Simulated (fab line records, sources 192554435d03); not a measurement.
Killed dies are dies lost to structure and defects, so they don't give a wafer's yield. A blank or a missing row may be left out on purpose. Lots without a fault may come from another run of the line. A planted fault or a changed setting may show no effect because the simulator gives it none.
fab line records | flow n5_finfet
record lots=7 wafers=39
route steps=1938 shown DUMMY_GATE@215 HKMG_FIN@397 GATE_CUT@477 BEOL_M0@721
start_h: hours from the record's first day to the start of the lot's first wafer shown | wait_h: hours since the lot's step before | " the same as in the row above | L1.1+2: a row that stands for several wafers | - no value, or no start given | * or withheld: withheld | < > ~ a bound
route shown NAME@n: a module of which the file shows steps, and the number in the route of the first | usual: mean/standard deviation of fault-free wafers | same: alike in all rows | chamber/n: place in a boat | sites: the reading at each site | _std_site: their standard deviation | _edge_site: outer sites' mean less inner sites' | radius_mm: how far each site lies from the wafer's centre | mask NAME#n: copy n | behind: the tool/chamber that last shaped the wafer | hold: why the lot was held/for how many hours/how that ended | device: the transistor (n, p or np) that didn't switch | end of line: the same wafers' tests at the end of the route | a step without rows: its recipe alone | killed: dies lost to structure and defects at the first sort, not the wafer's yield | map: a wafer's dies, x killed, . not, _ none there
set.NAME: the setting as run; set.NAME@STEP: as run at that earlier step | model.NAME: the simulator's own value behind a step, which no gauge read
lots whose settings were changed on purpose; a table a step, a row a wafer
## steps
# step N5_DUMMY_GATE_CVD_03
# recipe material=a-Si target_thk_a=1500 temp_c=530 precursor=SiH4 time_s=8042
# columns lot.wafer tool chamber start_h wait_h set.time_s model.a-Si_of_DUMMY_GATE_CVD_03.thk_nm
L074.2 lpcvd-02 0/45 37.46 0.1 8042 149.8
L074.4 " 0/54 " " 8042 149.4
L074.6 " 0/64 " " 8042 150
L076.1 - - - 0.1 8042 151.2
L076.2 " - " " 8042 150.4
L076.3 " - " " 8042 149.8
L076.4+5 " - " " 8042 150.8
L076.6 " - " " 8042 150.6
L085.1 - - - 0.1 8042 148
L085.2+6 " - " " 8042 149
L085.3+5 " - " " 8042 150
L085.4 " - " " 8042 149.2
L086.1 - - - 0.1 10840 200.6
L086.2 " - " " 10840 200
L086.3 " - " " 10840 201.8
L086.4+6 " - " " 10840 201
L086.5 " - " " 10840 200.8
L087.1 - - - 0.1 3584 64.8
L087.2+3 " - " " 3584 65.2
L087.4 " - " " 3584 65.8
L087.5 " - " " 3584 66
L087.6 " - " " 3584 64.4
L094.1 - - - 0.1 12260 228.4
L094.2 " - " " 12260 228.6
L094.3 " - " " 12260 230.8
L094.4 " - " " 12260 229.6
L094.5 " - " " 12260 229.2
L094.6 " - " " 12260 229.8
L095.1 - - - 0.5 10410 194.2
L095.2 " - " " 10410 195.8
L095.3 " - " " 10410 196.4
L095.4 " - " " 10410 195
L095.5 " - " " 10410 194.6
L095.6 " - " " 10410 194.8
# step N5_DUMMY_GATE_PRECLEAN_46
# recipe chemistry=DIW time_s=89.5 temp_c=23
# step N5_DUMMY_GATE_SRD_47
# recipe dry_time_s=32 dry=n2_spin spin_rpm=1500
# step N5_DUMMY_GATE_CMP_04
# recipe material=a-Si post_cmp_clean=alkaline_brush
# usual time_to_endpoint_s=14.3/2.2
# columns lot.wafer tool chamber start_h wait_h set.time_s@DUMMY_GATE_CVD_03 time_to_endpoint_s
L074.2 cmp-03 2 41.21 0.0 8042 14.6
L074.4 " 1 " " 8042 12.8
L074.6 " 2 " " 8042 13.2
L076.4 cmp-01 0 59.21 0.0 8042 17.9
L076.2 " 1 " " 8042 10.7
L076.1 " 2 " " 8042 12.2
L076.3 " 3 " " 8042 10.8
L076.6 " 0 " " 8042 17.7
L076.5 " 1 " " 8042 13.3
L085.3 cmp-03 0 108.46 0.0 8042 15.1
L085.1 " 1 " " 8042 11.0
L085.2 " 2 " " 8042 15.4
L085.4 " 3 " " 8042 12.7
L085.5 " 0 " " 8042 14.2
L085.6 " 1 " " 8042 12.5
L086.3 cmp-04 3 115.90 0.0 10840 20.9
L086.4 " 0 " " 10840 24.7
L086.1 " 1 " " 10840 22.3
L086.2 " 2 " " 10840 25.0
L086.6 " 3 " " 10840 20.3
L086.5 " 0 " " 10840 24.1
L087.4 cmp-01 0 120.36 0.1 3584 -
L087.3 " 1 " " 3584 -
L087.1 " 2 " " 3584 -
L087.2 " 3 " " 3584 -
L087.6 " 0 " " 3584 -
L087.5 " 1 " " 3584 -
L094.4 cmp-04 1 162.72 0.0 12260 29.0
L094.2 " 2 " " 12260 29.7
L094.1 " 3 " " 12260 26.4
L094.3 " 0 " " 12260 31.2
L094.5 " 1 " " 12260 27.3
L094.6 " 2 " " 12260 29.4
L095.4 cmp-04 3 167.37 0.0 10410 20.8
L095.3 " 0 " " 10410 22.3
L095.1 " 1 " " 10410 20.9
L095.2 " 2 " " 10410 23.2
L095.6 " 3 " " 10410 18.9
L095.5 " 0 " " 10410 22.3
# step N5_HKMG_FIN_DEVELOP_48
# recipe develop_time_s=30 developer=TMAH resist=CAR-ArF rinse_liquid=diw dry=air_spin dev_temp_c=23
# columns lot.wafer tool chamber start_h wait_h set.develop_time_s
L074.2+4+6 litho_track-02 0 - - 30
L076.1+2+3+4+5+6 litho_track-03 0 - - 30
L085.1+3+6 litho_track-04 0 - - 30
L085.2+4+5 " 0 " " 43.12
L086.1+2+3+4+5+6 litho_track-03 0 - - 30
L087.1+3+6 litho_track-02 0 - - 30
L087.2+4+5 " 0 " " 15.49
L094.1+3+4 litho_track-03 0 - - 30
L094.2+5+6 " 0 " " 39.41
L095.1+2+3 litho_track-04 0 - - 36.47
L095.4+5+6 " 0 " " 30
# step N5_HKMG_FIN_CD_MEAS_49
# recipe target_cd_nm=202 landing_energy_ev=500 detector=se_inlens polarity=opening
# usual cd_nm=201.7/0.54
# columns lot.wafer tool chamber start_h wait_h set.develop_time_s@HKMG_FIN_DEVELOP_48 cd_nm
L074.2 cd_sem-03 0 71.25 - 30 201.7
L074.4 " 0 " " 30 202.1
L074.6 " 0 " " 30 201.9
L076.1 cd_sem-02 0 92.24 - 30 201.4
L076.2 " 0 " " 30 201.6
L076.3 " 0 " " 30 200.9
L076.4 " 0 " " 30 202.0
L076.5 " 0 " " 30 201.7
L076.6 " 0 " " 30 201.5
L085.1 cd_sem-02 0 146.16 - 30 201.9
L085.2 " 0 " " 43.12 203.2
L085.3 " 0 " " 30 201.4
L085.4 " 0 " " 43.12 203.8
L085.5 " 0 " " 43.12 203.4
L085.6 " 0 " " 30 201.0
L086.1 cd_sem-01 0 146.94 - 30 202.2
L086.2 " 0 " " 30 201.4
L086.3 " 0 " " 30 201.2
L086.4 " 0 " " 30 202.2
L086.5 " 0 " " 30 201.1
L086.6 " 0 " " 30 201.3
L087.1 cd_sem-02 0 153.17 - 30 201.2
L087.2 " 0 " " 15.49 198.3
L087.3 " 0 " " 30 201.8
L087.4 " 0 " " 15.49 198.3
L087.5 " 0 " " 15.49 198.7
L087.6 " 0 " " 30 202.0
L094.1 cd_sem-02 0 195.15 - 30 202.4
L094.2 " 0 " " 39.41 204.2
L094.3 " 0 " " 30 202.2
L094.4 " 0 " " 30 201.6
L094.5 " 0 " " 39.41 203.4
L094.6 " 0 " " 39.41 202.8
L095.1 cd_sem-01 0 198.03 - 36.47 202.5
L095.2 " 0 " " 36.47 203.3
L095.3 " 0 " " 36.47 202.1
L095.4 " 0 " " 30 202.0
L095.5 " 0 " " 30 201.4
L095.6 " 0 " " 30 201.5
# step N5_HKMG_FIN_DESCUM_53
# recipe chemistry=O2 time_s=7.9 source_power_w=50 bias_power_w=20 pressure_mtorr=20 rf_frequency_hz=2.712e+07 temp_c=40 resist=CAR-ArF o2_flow_sccm=225
# step N5_HKMG_FIN_ETCH_54
# recipe chemistry=CF4 target=SiARC target_depth_a=455 mask_material=CAR-ArF time_s=75.8 ion_energy_ev=80 pressure_mtorr=40 source_w=545 bias_w=36 Ar_flow_sccm=100 cf4_flow_sccm=100 ends=cleared
# columns lot.wafer tool chamber start_h wait_h set.develop_time_s@HKMG_FIN_DEVELOP_48 model.HKMG_FIN.cd_offset_nm
L074.2+4+6 rie_diel-06 2,3,2 71.38 0.0 30 0
L076.1+5 rie_diel-05 3 92.36 0.0 30 -0.6
L076.2+4 " 0,1 " " 30 0
L076.3 " 2 " " 30 -1
L076.6 " 0 " " 30 -0.4
L085.1 rie_diel-06 1 146.28 0.0 30 -0.2
L085.2+5 " 2 " " 43.12 1.2
L085.3+6 " 3 " " 30 -0.6
L085.4 " 0 " " 43.12 1.4
L086.1 rie_diel-05 2 147.44 0.0 30 0.2
L086.2+4+6 " 0,3,0 " " 30 -0.2
L086.3 " 1 " " 30 -1
L086.5 " 3 " " 30 -1.2
L087.1 rie_diel-05 3 153.29 0.0 30 -0.8
L087.2+4 " 0,1 " " 15.49 -3.6
L087.3 " 2 " " 30 0
L087.5 " 2 " " 15.49 -3.4
L087.6 " 1 " " 30 0.2
L094.1 rie_diel-06 3 195.82 0.0 30 0.2
L094.2 " 2 " " 39.41 2.6
L094.3 " 1 " " 30 -0.2
L094.4 " 0 " " 30 -0.6
L094.5 " 2 " " 39.41 1.8
L094.6 " 3 " " 39.41 1
L095.1+3 rie_diel-05 0,1 198.39 0.0 36.47 0.4
L095.2 " 3 " " 36.47 1.2
L095.4+6 " 2,0 " " 30 -0.4
L095.5 " 3 " " 30 -0.2
# step N5_GATE_CUT_HM_DEP_46
# recipe material=SiO2 target_thk_a=1300 temp_c=400 precursor=TEOS/O2 pressure_torr=6.5 rf_w=900 teos_flow_sccm=161.4 gas=O2 flow_sccm=2650 time_s=26.6
# columns lot.wafer tool chamber start_h wait_h set.time_s model.SiO2_of_GATE_CUT_HM_DEP_46.thk_nm
L074.2 pecvd-03 0 83.08 0.0 26.6 126.4
L074.4 " 1 " " 26.6 129.2
L074.6 " 0 " " 26.6 128.8
L076.1 pecvd-04 1 103.97 0.0 26.6 127.2
L076.2 " 0 " " 26.6 126.6
L076.3 " 2 " " 26.6 128.8
L076.4 " 2 " " 26.6 131
L076.5 " 1 " " 26.6 130.4
L076.6 " 0 " " 26.6 129.8
L085.1 pecvd-02 2 157.77 0.0 26.6 128
L085.2 " 0 " " 26.6 129
L085.3 " 1 " " 26.6 131.2
L085.4 " 1 " " 26.6 132
L085.5 " 2 " " 26.6 128.6
L085.6 " 0 " " 26.6 131
L086.1 pecvd-02 2 159.98 0.0 26.6 127.2
L086.2 " 0 " " 14.4 72.2
L086.3 " 1 " " 14.4 71.4
L086.4 " 1 " " 14.4 72.6
L086.5 " 0 " " 26.6 131.4
L086.6 " 2 " " 26.6 130.8
L087.1 pecvd-02 1 164.30 0.0 26.6 129.4
L087.2 " 2 " " 37.76 179.4
L087.3 " 0 " " 26.6 127.8
L087.4 " 2 " " 37.76 180.2
L087.5 " 1 " " 26.6 132.2
L087.6 " 0 " " 37.76 184.4
L094.1+6 pecvd-04 1 206.84 0.0 26.6 131
L094.2 " 0 " " 26.6 128.4
L094.3 " 2 " " 26.6 127.4
L094.4 " 0 " " 26.6 130.6
L094.5 " 2 " " 26.6 130.4
L095.1 pecvd-04 1 209.38 0.0 26.6 129.4
L095.2 " 0 " " 33.6 160.8
L095.3 " 2 " " 33.6 162.8
L095.4 " 0 " " 33.6 164.2
L095.5 " 1 " " 26.6 130
L095.6 " 2 " " 26.6 131.6
# step N5_GATE_CUT_COAT_34
# recipe resist=SOC temp_c=250 time_s=60 spin_rpm=1500 resist_thk_nm=60
# step N5_GATE_CUT_COAT_35
# recipe resist=SiARC temp_c=220 time_s=60 spin_rpm=1500 resist_thk_nm=10
# step N5_GATE_CUT_STRIP_38
# recipe chemistry=N2/H2 temp_c=40 n2_flow_sccm=200 h2_flow_sccm=200 rf_frequency_hz=6e+07
# step N5_GATE_CUT_STRIP_39
# recipe chemistry=N2/H2 temp_c=40 n2_flow_sccm=200 h2_flow_sccm=200 rf_frequency_hz=6e+07
# step N5_GATE_CUT_HM_OPEN_40
# recipe chemistry=C4F6/O2 target=SiO2 mask_material=SiARC target_depth_a=1390 time_s=85.1 ion_energy_ev=250 pressure_mtorr=30 source_w=345 bias_w=185 Ar_flow_sccm=300 C4F6_flow_sccm=10 O2_flow_sccm=10 ends=cleared
# usual etch_rf_on_time_s=93.9/1.8
# columns lot.wafer tool chamber start_h wait_h set.time_s@GATE_CUT_HM_DEP_46 etch_rf_on_time_s model.etch.depth_nm model.SOC_of_GATE_CUT_COAT_34.thk_nm
L074.2 rie_diel-03 2 83.83 0.0 26.6 92.8 126.4 33.4
L074.4 " 2 " " 26.6 94.9 129.2 32.8
L074.6 " 0 " " 26.6 91.8 128.7 33
L076.1 rie_diel-04 2 104.94 0.0 26.6 92.2 127.2 33.4
L076.2 " 0 " " 26.6 90.5 126.5 33.2
L076.3 " 1 " " 26.6 91.9 128.9 33.4
L076.4 " 3 " " 26.6 94.7 131.1 32.6
L076.5 " 1 " " 26.6 92.6 130.3 33
L076.6 " 0 " " 26.6 92.6 129.8 32.6
L085.1 rie_diel-04 2 158.39 0.0 26.6 93.5 127.9 33
L085.2 " 0 " " 26.6 91.9 129.1 32.2
L085.3 " 3 " " 26.6 95.9 131.2 32.2
L085.4 " 0 " " 26.6 94.9 132.1 31.8
L085.5 " 2 " " 26.6 93.1 128.6 32.6
L085.6 " 3 " " 26.6 95.3 131.1 32.4
L086.1 rie_diel-01 0 161.42 0.0 26.6 93.1 127.1 33.4
L086.2 " 3 " " 14.4 53.9 72.15 45
L086.3 " 2 " " 14.4 52.8 71.39 44.6
L086.4 " 1 " " 14.4 51.5 72.63 45.2
L086.5 " 3 " " 26.6 96.8 131.4 32.4
L086.6 " 2 " " 26.6 95.2 130.9 32.2
L087.1 rie_diel-04 3 165.05 0.0 26.6 94.1 129.4 32.2
L087.2 " 0 " " 37.76 128.8 179.4 21.2
L087.3 " 2 " " 26.6 92.9 127.9 32.4
L087.4 " 0 " " 37.76 128.7 180.2 21
L087.5 " 3 " " 26.6 95.4 132.2 31.6
L087.6 " 2 " " 37.76 134.6 184.4 20.4
L094.1 rie_diel-04 3 207.47 0.0 26.6 93.3 130.9 31.8
L094.2 " 1 " " 26.6 90.4 128.4 32.8
L094.3 " 2 " " 26.6 92.4 127.4 32.6
L094.4 " 0 " " 26.6 93.2 130.6 31.8
L094.5 " 1 " " 26.6 91.4 130.4 32.4
L094.6 " 2 " " 26.6 94.7 131 31.8
L095.1 rie_diel-01 2 210.15 0.0 26.6 94.4 129.4 32.6
L095.2 " 0 " " 33.6 114.3 160.9 26.4
L095.3 " 3 " " 33.6 121.3 162.9 26
L095.4 " 2 " " 33.6 121.2 164.3 24.8
L095.5 " 0 " " 26.6 90.8 129.9 33
L095.6 " 3 " " 26.6 97.3 131.5 32.4
# step N5_GATE_CUT_STRIP_41
# recipe chemistry=CF4 resist=SiARC power_w=300 bias_power_w=75 pressure_mtorr=50 cf4_flow_sccm=150 rf_frequency_hz=6e+07
# step N5_GATE_CUT_STRIP_42
# recipe chemistry=O2 power_w=400 temp_c=40 pressure_mtorr=30 rf_frequency_hz=6e+07 bias_power_w=0 overash_fraction=0.3 o2_flow_sccm=225
# step N5_GATE_CUT_ALD_22
# recipe material=SiNx target_thk_a=160 temp_c=400 ald_precursor_family=SiH2I2 ald_co_reactant=N2/H2-plasma pulse_time_s=1 ald_cycles=320 purge_time_s=2 co_reactant_purge_time_s=2 pressure_torr=2
# step N5_GATE_CUT_CMP_23
# recipe stop_on=SiO2 t_overpolish_s=23.4 post_cmp_clean=alkaline_brush down_force_psi=2.5 platen_rpm=51.8 pad_velocity_m_s=1.0307 target_thk_nm=16
# step N5_GATE_CUT_THK_MEAS_24
# recipe reads=SiO2_of_GATE_CUT_HM_DEP_46+SiO2_flowable_of_ILD0_FCVD_FILL_01
# usual GC_FILL_THK=219.7/2
# columns lot.wafer tool chamber start_h wait_h set.time_s@GATE_CUT_HM_DEP_46 GC_FILL_THK[nm]
L074.2 film_metro-02 - 86.28 - 26.6 216.1
L074.4 " - " " 26.6 218.8
L074.6 " - " " 26.6 218.7
L076.1 film_metro-02 - 107.45 - 26.6 217.1
L076.2 " - " " 26.6 217.7
L076.3 " - " " 26.6 219.9
L076.4 " - " " 26.6 221.0
L076.5 " - " " 26.6 220.0
L076.6 " - " " 26.6 220.7
L085.1 film_metro-01 - 160.91 - 26.6 216.9
L085.2 " - " " 26.6 218.1
L085.3 " - " " 26.6 221.0
L085.4 " - " " 26.6 222.7
L085.5 " - " " 26.6 216.8
L085.6 " - " " 26.6 223.5
L086.1 film_metro-02 - 163.88 - 26.6 218.2
L086.2 " - " " 14.4 162.5
L086.3 " - " " 14.4 161.0
L086.4 " - " " 14.4 162.6
L086.5 " - " " 26.6 221.1
L086.6 " - " " 26.6 221.3
L087.1 film_metro-02 - 167.58 - 26.6 218.7
L087.2 " - " " 37.76 269.0
L087.3 " - " " 26.6 218.4
L087.4 " - " " 37.76 269.9
L087.5 " - " " 26.6 220.7
L087.6 " - " " 37.76 274.7
L094.1 film_metro-01 - 209.93 - 26.6 221.6
L094.2 " - " " 26.6 217.8
L094.3 " - " " 26.6 216.7
L094.4 " - " " 26.6 220.3
L094.5 " - " " 26.6 219.8
L094.6 " - " " 26.6 221.3
L095.1 film_metro-02 - 212.61 - 26.6 218.7
L095.2 " - " " 33.6 250.9
L095.3 " - " " 33.6 252.2
L095.4 " - " " 33.6 253.7
L095.5 " - " " 26.6 219.6
L095.6 " - " " 26.6 219.6
# step N5_GATE_CUT_CMP_43
# recipe material=SiO2 post_cmp_clean=rinse_only
# columns lot.wafer tool chamber start_h wait_h set.time_s@GATE_CUT_HM_DEP_46 model.SiO2_of_GATE_CUT_HM_DEP_46.thk_nm
L074.4+6 cmp-03 2,1 86.60 0.3 26.6 5
L074.2 " 3 " " 26.6 4.8
L076.3+4+5+6 cmp-01 3,2,3,0 107.48 0.0 26.6 5
L076.2+1 " 0,1 " " 26.6 4.8
L085.1 cmp-01 1 160.94 0.0 26.6 4.8
L085.4+3+2+5+6 " 2,3,0,1,2 " " 26.6 5
L086.1 cmp-03 2 163.91 0.0 26.6 4.8
L086.3+4+2 " 3,0,1 " " 14.4 2.2
L086.5+6 " 2,3 " " 26.6 5
L087.4+2 cmp-03 1,2 167.61 0.0 37.76 7.4
L087.3 " 3 " " 26.6 4.8
L087.1+5 " 0,2 " " 26.6 5
L087.6 " 1 " " 37.76 7.6
L094.4+2+1+5+6 cmp-03 1,2,0,1,2 209.96 0.0 26.6 5
L094.3 " 3 " " 26.6 4.8
L095.1+6+5 cmp-04 2,2,3 212.64 0.0 26.6 5
L095.4+3 " 3,1 " " 33.6 6.6
L095.2 " 0 " " 33.6 6.4
# step N5_BEOL_M0_TRENCH_ETCH_107
# recipe chemistry=C4F6/O2 target_depth_a=328 target=SiOC time_s=16.4 ion_energy_ev=250 pressure_mtorr=30 source_w=355 bias_w=185 Ar_flow_sccm=300 C4F6_flow_sccm=10 O2_flow_sccm=10
# columns lot.wafer tool chamber start_h wait_h set.target_depth_a model.BEOL_M0.feature_depth_nm model.TiN_of_BEOL_M0_SAQP_HM_DEP_02.thk_nm
L074.2 rie_diel-05 3 117.91 0.0 328 32.2 9.8
L074.4 " 1 " " 328 32.8 9.4
L074.6 " 0 " " 328 33.6 9.4
L076.1 rie_diel-05 1 135.31 0.0 328 33 9.6
L076.2 " 3 " " 328 32.8 9.6
L076.3 " 0 " " 380.7 39.6 9.2
L076.4 " 2 " " 328 32.6 9.8
L076.5 " 0 " " 380.7 39.2 9.4
L076.6 " 3 " " 380.7 38.2 9.4
L086.1+6 rie_diel-02 2 192.08 0.0 328 32.2 9.6
L086.2 " 1 " " 189.5 19 9.8
L086.3 " 0 " " 328 33.2 9.6
L086.4 " 3 " " 189.5 18.8 10
L086.5 " 3 " " 189.5 19 10.2
L085.1 rie_diel-02 0 192.62 0.0 489.5 49.6 9
L085.2 " 1 " " 489.5 48.6 9
L085.3 " 2 " " 328 32 9.6
L085.4 " 3 " " 328 32.6 9.4
L085.5 " 2 " " 328 31.8 9.6
L085.6 " 1 " " 489.5 48 9
L087.1 rie_diel-02 0 197.16 0.0 328 33.2 9.8
L087.2 " 3 " " 328 32.2 10
L087.3 " 1 " " 328 32.4 10
L087.4 " 2 " " 328 31.8 9.8
L087.5 " 2 " " 328 32 9.8
L087.6 " 1 " " 328 32.2 9.8
L094.1 rie_diel-02 0 237.44 0.0 229.8 23 9.8
L094.2+3 " 1,3 " " 229.8 22.6 9.8
L094.4 " 0 " " 328 32.8 9.4
L094.5 " 1 " " 328 32.2 9.6
L094.6 " 3 " " 328 32.4 9.4
L095.1 rie_diel-05 0 242.01 0.0 487.9 50 8.8
L095.2 " 1 " " 328 32.6 9.6
L095.3 " 3 " " 328 32.2 9.8
L095.4 " 2 " " 487.9 48.4 9.2
L095.5 " 0 " " 487.9 50.2 8.8
L095.6 " 3 " " 328 32 9.8
# step N5_BEOL_M0_STRIP_142
# recipe chemistry=N2/H2 time_s=10 power_w=450 temp_c=40 pressure_mtorr=20 rf_frequency_hz=6e+07 bias_power_w=7 n2_flow_sccm=200 h2_flow_sccm=200
# step N5_BEOL_M0_OCD_MEAS_108
# usual trench_depth_nm=32.7/0.62
# columns lot.wafer tool chamber start_h wait_h set.target_depth_a@BEOL_M0_TRENCH_ETCH_107 trench_depth_nm
L074.2 ocd-01 - 118.02 0.1 328 32.2
L074.4 " - " " 328 33.0
L074.6 " - " " 328 33.1
L076.1 ocd-01 - 135.41 0.1 328 33.3
L076.2 " - " " 328 32.6
L076.3 " - " " 380.7 39.4
L076.4 " - " " 328 32.5
L076.5 " - " " 380.7 39.6
L076.6 " - " " 380.7 37.4
L086.1 ocd-01 - 192.18 0.1 328 32.2
L086.2 " - " " 189.5 19.2
L086.3 " - " " 328 33.2
L086.4 " - " " 189.5 18.7
L086.5 " - " " 189.5 19.0
L086.6 " - " " 328 32.5
L085.1 ocd-02 - 192.73 0.1 489.5 49.6
L085.2 " - " " 489.5 49.5
L085.3 " - " " 328 31.8
L085.4 " - " " 328 32.9
L085.5 " - " " 328 31.9
L085.6 " - " " 489.5 48.2
L087.1 ocd-01 - 197.26 0.1 328 33.3
L087.2 " - " " 328 32.5
L087.3 " - " " 328 32.4
L087.4 " - " " 328 31.7
L087.5 " - " " 328 32.0
L087.6 " - " " 328 31.7
L094.1 ocd-01 - 237.55 0.1 229.8 23.4
L094.2 " - " " 229.8 22.9
L094.3 " - " " 229.8 22.2
L094.4 " - " " 328 32.8
L094.5 " - " " 328 32.3
L094.6 " - " " 328 32.8
L095.1 ocd-01 - 242.11 0.1 487.9 50.4
L095.2 " - " " 328 32.3
L095.3 " - " " 328 32.3
L095.4 " - " " 487.9 48.7
L095.5 " - " " 487.9 50.5
L095.6 " - " " 328 31.9
## key
split step=N5_DUMMY_GATE_CVD_03 setting=time_s stated=8042 by=lot
response step=N5_DUMMY_GATE_CVD_03 reading=model.a-Si_of_DUMMY_GATE_CVD_03.thk_nm change=+1.52 per=1% r=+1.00
response step=N5_DUMMY_GATE_CMP_04 reading=time_to_endpoint_s change=* per=1% r=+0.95
split step=N5_HKMG_FIN_DEVELOP_48 setting=develop_time_s stated=30 by=wafer
response step=N5_HKMG_FIN_CD_MEAS_49 reading=cd_nm change=+0.0547 per=1% r=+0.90
response step=N5_HKMG_FIN_ETCH_54 reading=model.HKMG_FIN.cd_offset_nm change=+0.0564 per=1% r=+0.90
split step=N5_GATE_CUT_HM_DEP_46 setting=time_s stated=26.6 by=wafer
response step=N5_GATE_CUT_HM_DEP_46 reading=model.SiO2_of_GATE_CUT_HM_DEP_46.thk_nm change=+1.24 per=1% r=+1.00
response step=N5_GATE_CUT_HM_OPEN_40 reading=etch_rf_on_time_s change=* per=1% r=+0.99
response step=N5_GATE_CUT_HM_OPEN_40 reading=model.etch.depth_nm change=+1.24 per=1% r=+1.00
response step=N5_GATE_CUT_HM_OPEN_40 reading=model.SOC_of_GATE_CUT_COAT_34.thk_nm change=-0.267 per=1% r=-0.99
response step=N5_GATE_CUT_THK_MEAS_24 reading=GC_FILL_THK change=+1.25 per=1% r=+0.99
response step=N5_GATE_CUT_CMP_43 reading=model.SiO2_of_GATE_CUT_HM_DEP_46.thk_nm change=+0.0597 per=1% r=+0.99
split step=N5_BEOL_M0_TRENCH_ETCH_107 setting=target_depth_a stated=328 by=wafer
response step=N5_BEOL_M0_TRENCH_ETCH_107 reading=model.BEOL_M0.feature_depth_nm change=+0.339 per=1% r=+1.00
response step=N5_BEOL_M0_TRENCH_ETCH_107 reading=model.TiN_of_BEOL_M0_SAQP_HM_DEP_02.thk_nm change=-0.0126 per=1% r=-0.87
response step=N5_BEOL_M0_OCD_MEAS_108 reading=trench_depth_nm change=+0.344 per=1% r=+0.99
